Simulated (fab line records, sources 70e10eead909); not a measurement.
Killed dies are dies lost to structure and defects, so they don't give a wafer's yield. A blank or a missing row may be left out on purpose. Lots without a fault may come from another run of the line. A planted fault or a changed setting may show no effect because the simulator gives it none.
Which tool did it? | flow nand_harc | 13 lots, 39 wafers sampled, at 5 steps of a route of 1302

WHAT THE GAUGES READ, wafer by wafer
NHARC_END_SORT_01. Usual: killed_at_array 56, standard deviation 20; killed_at_other 0.9, standard deviation 1.1; killed_at_periphery 3.7, standard deviation 3; killed_dies 61, standard deviation 21; killed_open 2.9, standard deviation 1.6; killed_short 2.6, standard deviation 1.4.
lot  | measured     | on        | killed_at_array | killed_at_other | killed_at_periphery | killed_dies | killed_open | killed_short | flag
L862 | day 28 21:36 | prober-01 | 82 65 92        | 1 2 1           | 11 13 8             | 94 80 101   | 3 3 3       | 2 5 2        |
L863 | day 29 06:41 | prober-02 | 49              | 1               | 2                   | 52          | 2           | 1            |

WHICH TOOL RAN EACH LOT (tool, then ch and the chambers of the sampled wafers, then the start)
lot  | NHARC_A_CHANNEL_FILL_D2_ALD_03                 | NHARC_A_CHANNEL_FILL_D2_ALD_16   | NHARC_A_CHANNEL_FILL_D2_ETCHBACK_08           | NHARC_A_STAIRCASE_EXPOSE_163
L851 | ald_sin_batch-03 ch 0, day 13 19:52 or earlier | ald_hk-02 ch 0,2, day 13 19:52   | rie_diel-06 ch 1,2, day 15 10:41 or earlier   | krf_scanner-01 ch 0, day 15 10:41
L853 | ald_sin_batch-02 ch 0, day 14 22:50 or earlier | ald_hk-04 ch 0,1,2, day 14 22:50 | rie_diel-12 ch 0,2,3, day 16 11:16 or earlier | krf_scanner-01 ch 0, day 16 11:16
L854 | ald_sin_batch-02 ch 0, day 14 22:50 or earlier | ald_hk-01 ch 0,1, day 14 22:50   | rie_diel-06 ch 1,2, day 16 16:43 or earlier   | krf_scanner-02 ch 0, day 16 16:43
L855 | ald_sin_batch-02 ch 0, day 15 15:18 or earlier | ald_hk-04 ch 0,1,2, day 15 15:18 | rie_diel-06 ch 0,1,2, day 17 03:48 or earlier | krf_scanner-04 ch 0, day 17 03:48
L856 | ald_sin_batch-01 ch 0, day 16 07:34 or earlier | ald_hk-04 ch 0,2,3, day 16 07:34 | rie_diel-06 ch 1,2, day 17 20:04 or earlier   | krf_scanner-02 ch 0, day 17 20:04
L858 | ald_sin_batch-01 ch 0, day 17 11:55 or earlier | ald_hk-01 ch 0,3, day 17 11:55   | rie_diel-12 ch 0,2, day 19 03:13 or earlier   | krf_scanner-02 ch 0, day 19 03:13
L859 | ald_sin_batch-03 ch 0, day 17 12:05 or earlier | ald_hk-01 ch 1,2,3, day 17 12:05 | rie_diel-06 ch 0,1,3, day 19 03:04 or earlier | krf_scanner-04 ch 0, day 19 03:04
L861 | ald_sin_batch-01 ch 0, day 18 06:47 or earlier | ald_hk-01 ch 1,2,3, day 18 06:47 | rie_diel-02 ch 0,1,3, day 19 20:02 or earlier | krf_scanner-02 ch 0, day 19 20:02
L862 | ald_sin_batch-01 ch 0, day 18 10:53 or earlier | ald_hk-02 ch 0,3, day 18 10:53   | rie_diel-02 ch 2,3, day 20 00:30 or earlier   | krf_scanner-04 ch 0, day 20 00:30
L863 | ald_sin_batch-03 ch 0, day 18 21:47 or earlier | ald_hk-01 ch 1,3, day 18 21:47   | rie_diel-12 ch 0,1,3, day 20 10:39 or earlier | krf_scanner-01 ch 0, day 20 10:39
L864 | ald_sin_batch-03 ch 0, day 19 23:10 or earlier | ald_hk-01 ch 0,2,3, day 19 23:10 | rie_diel-12 ch 0,1,3, day 21 11:07 or earlier | krf_scanner-02 ch 0, day 21 11:07
L869 | ald_sin_batch-03 ch 0, day 21 17:37 or earlier | ald_hk-02 ch 0,1, day 21 17:37   | rie_diel-12 ch 0,3, day 23 08:02 or earlier   | krf_scanner-04 ch 0, day 23 08:02
L873 | ald_sin_batch-03 ch 0, day 23 04:58 or earlier | ald_hk-04 ch 0,1,3, day 23 04:58 | rie_diel-12 ch 1,2,3, day 24 23:12 or earlier | krf_scanner-04 ch 0, day 24 23:12
- NHARC_A_CHANNEL_FILL_D2_ALD_03: deposits SiNx, target thk 6 nm, pulse time 60 s, ald cycles 58.
- NHARC_A_CHANNEL_FILL_D2_ALD_16: deposits SiO2, target thk 1.5 nm, pulse time 10 s, ald cycles 15.
- NHARC_A_CHANNEL_FILL_D2_ETCHBACK_08: etches the open film in C4F8, target depth 220 nm, time 110 s.
- NHARC_A_STAIRCASE_EXPOSE_163: exposes mask STAIR OPEN.

WHAT THE TOOLS THEMSELVES READ (means of the sampled wafers that have a number; where no wafer has one, the mark that the record gives instead)
NHARC_A_CHANNEL_FILL_D2_ALD_03. Usual: precursor_pulse_height_rel 0.999, standard deviation 0.02.
lot  | tool             | precursor_pulse_height_rel | flag
L851 | ald_sin_batch-03 | 0.988                      |
L853 | ald_sin_batch-02 | 1.022                      |
L854 | ald_sin_batch-02 | 0.985                      |
L855 | ald_sin_batch-02 | 0.980                      |
L856 | ald_sin_batch-01 | 1.008                      |
L858 | ald_sin_batch-01 | 1.007                      |
L859 | ald_sin_batch-03 | 1.000                      |
L861 | ald_sin_batch-01 | 0.989                      |
L862 | ald_sin_batch-01 | 0.988                      |
L863 | ald_sin_batch-03 | 1.003                      |
L864 | ald_sin_batch-03 | 0.981                      |
L869 | ald_sin_batch-03 | 0.982                      |
L873 | ald_sin_batch-03 | 1.000                      |

NHARC_A_CHANNEL_FILL_D2_ALD_16. Usual: heater_power_w 486 W, standard deviation 57; precursor_pulse_height_rel 1.000, standard deviation 0.02.
lot  | tool      | heater_power_w (W) | precursor_pulse_height_rel | flag
L851 | ald_hk-02 | 462                | 0.989                      |
L853 | ald_hk-04 | 472                | 0.987                      |
L854 | ald_hk-01 | 505                | 0.991                      |
L855 | ald_hk-04 | 477                | 0.996                      |
L856 | ald_hk-04 | 477                | 0.985                      |
L858 | ald_hk-01 | 457                | 0.997                      |
L859 | ald_hk-01 | 534                | 1.000                      |
L861 | ald_hk-01 | 528                | 1.014                      |
L862 | ald_hk-02 | 417                | 0.991                      |
L863 | ald_hk-01 | 525                | 1.013                      |
L864 | ald_hk-01 | 497                | 1.006                      |
L869 | ald_hk-02 | 451                | 0.991                      |
L873 | ald_hk-04 | 460                | 1.022                      |

NHARC_A_CHANNEL_FILL_D2_ETCHBACK_08. Usual: oes_product_au 0.97 a.u., standard deviation 0.038; rf_vpp_V 439.9 V, standard deviation 2.9.
lot  | tool        | oes_product_au (a.u.) | rf_vpp_V (V) | flag
L851 | rie_diel-06 | 1.00                  | 437.7        |
L853 | rie_diel-12 | 1.01                  | 440.4        |
L854 | rie_diel-06 | 0.98                  | 438.1        |
L855 | rie_diel-06 | 0.93                  | 438.3        |
L856 | rie_diel-06 | 0.98                  | 438.3        |
L858 | rie_diel-12 | 0.94                  | 441.1        |
L859 | rie_diel-06 | 0.91                  | 439.6        |
L861 | rie_diel-02 | 1.02                  | 440.8        |
L862 | rie_diel-02 | 0.94                  | 437.7        |
L863 | rie_diel-12 | 1.00                  | 440.8        |
L864 | rie_diel-12 | 0.93                  | 441.7        |
L869 | rie_diel-12 | 0.94                  | 439.4        |
L873 | rie_diel-12 | 0.97                  | 442.0        |

NHARC_A_STAIRCASE_EXPOSE_163. Usual: exposure_dose_mJ_cm2 20.011, standard deviation 0.019; focus_offset_nm 0.1 nm, standard deviation 0.49.
lot  | tool           | exposure_dose_mJ_cm2 | focus_offset_nm (nm) | flag
L851 | krf_scanner-01 | 20.027               | 0.7                  |
L853 | krf_scanner-01 | 20.012               | 0.2                  |
L854 | krf_scanner-02 | 20.034               | 0.2                  |
L855 | krf_scanner-04 | 19.999               | -0.4                 |
L856 | krf_scanner-02 | 20.023               | 0.4                  |
L858 | krf_scanner-02 | 20.003               | 0.1                  |
L859 | krf_scanner-04 | 20.014               | 0.2                  |
L861 | krf_scanner-02 | 20.019               | -0.0                 |
L862 | krf_scanner-04 | 20.007               | -0.1                 |
L863 | krf_scanner-01 | 19.979               | 0.0                  |
L864 | krf_scanner-02 | 20.026               | 0.3                  |
L869 | krf_scanner-04 | 29.614               | 0.1                  | OFF
L873 | krf_scanner-04 | 29.557               | 0.2                  | OFF

THE ANSWER, worked out from the rows above alone
Rule: a lot is off if the mean of its wafers that have a number lies more than 3 standard deviations from the usual mean. A lot without any number at a reading at which 4 lots or more have one is off too. The other lots that the step has rows for count as sound. The gauges are gone through in route order, then the tools' own readings, and for those a lot's mean is taken as printed above. The first step at which some lot is off is used, and at that step the reading that is off furthest; a lot without a number counts as furthest.
Off: L869, L873, at NHARC_A_STAIRCASE_EXPOSE_163 (exposure_dose_mJ_cm2).
A tool fits if, at that step or a process step before it, it ran every lot that is off, and no sound lot after the first of them. NHARC_A_CHANNEL_FILL_D2_ALD_03 gives no start for some lots, so the hours and the order of its lots are those of NHARC_A_CHANNEL_FILL_D2_ALD_16. NHARC_A_CHANNEL_FILL_D2_ETCHBACK_08 gives no start for some lots, so the hours and the order of its lots are those of NHARC_A_STAIRCASE_EXPOSE_163. Can't be told from this: 3 tools fit, ald_sin_batch-03 at NHARC_A_CHANNEL_FILL_D2_ALD_03, rie_diel-12 at NHARC_A_CHANNEL_FILL_D2_ETCHBACK_08, krf_scanner-04 at NHARC_A_STAIRCASE_EXPOSE_163.

WHAT THE SIMULATOR HAD PUT IN
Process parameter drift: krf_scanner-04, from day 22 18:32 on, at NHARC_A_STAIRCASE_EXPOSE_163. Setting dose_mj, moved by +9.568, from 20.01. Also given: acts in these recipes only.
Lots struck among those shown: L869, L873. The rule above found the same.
